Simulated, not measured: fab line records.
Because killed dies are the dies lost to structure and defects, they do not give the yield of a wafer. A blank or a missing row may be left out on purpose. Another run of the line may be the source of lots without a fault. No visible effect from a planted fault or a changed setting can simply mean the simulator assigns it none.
Matching of chambers ; flow nand_harc ; NHARC_A_STAIRCASE_DESCUM_219 on rie_diel-03 has 4 sister chambers
The step chemistry O2, time 3 s. 14 wafers are shown with their chamber, then 7 later ones without.

== WAFERS WITH THEIR CHAMBER ==
wafer;chamber;drypump_motor_current_A (A);showerhead_plenum_p_Torr (Torr);rf_vpp_V (V)
L075.2;3;6.0;1.93;58.5
L075.3;2;6.2;1.89;58.7
L075.5;0;6.4;1.79;57.4
L080.2;0;6.4;1.79;56.7
L080.3;2;6.2;1.88;58.1
L080.5;2;6.3;1.88;57.1
L086.3;2;6.2;1.88;58.2
L086.5;3;6.0;1.91;58.6
L086.6;2;6.2;1.88;57.2
L087.2;3;6.0;1.91;57.4
L087.3;1;5.1;1.88;59.0
L087.4;2;6.2;1.87;57.2
L091.2;3;6.0;1.91;57.6
L091.4;1;5.1;1.88;57.0

SIGNATURES (averages over the wafers above)
reading;chamber 0;chamber 1;chamber 2;chamber 3;scatter within a chamber
drypump_motor_current_A;6.400;5.100;6.217;6.000;0.0289
showerhead_plenum_p_Torr;1.7900;1.8800;1.8800;1.9150;0.00707
rf_vpp_V;57.050;58.000;57.750;58.025;0.75
Rule: for a wafer and a chamber, the distance is found by dividing, reading by reading, the gap between the wafer's reading and the chamber's mean by the reading's scatter, squaring, summing and taking the root. If the next closest chamber is less than 2 further off than the closest, the wafer can't be placed; otherwise it belongs to the closest. How the scatter is found: for the shown wafers, subtract from each reading the mean of its chamber, square and add these, divide the total by (wafers less chambers), then take the root.

== WAFERS WITHOUT THEIR CHAMBER ==
wafer;drypump_motor_current_A (A);showerhead_plenum_p_Torr (Torr);rf_vpp_V (V)
L091.6;6.0;1.91;58.5
L097.1;5.1;1.87;57.3
L097.2;6.2;1.86;58.5
L097.6;6.0;1.90;57.7
L097.3;6.0;1.90;57.7
L097.4;6.4;1.77;58.7
L097.5;6.2;1.86;57.1

== THE CHAMBER EACH PASSED THROUGH ==
wafer;from the rows above;in truth
L091.6;3;3
L097.1;1;1
L097.2;2;2
L097.6;3;3
L097.3;3;3
L097.4;0;0
L097.5;2;2
Placed correctly: 7 of 7. Can't be placed from these rows: 0. Placed wrongly: 0.
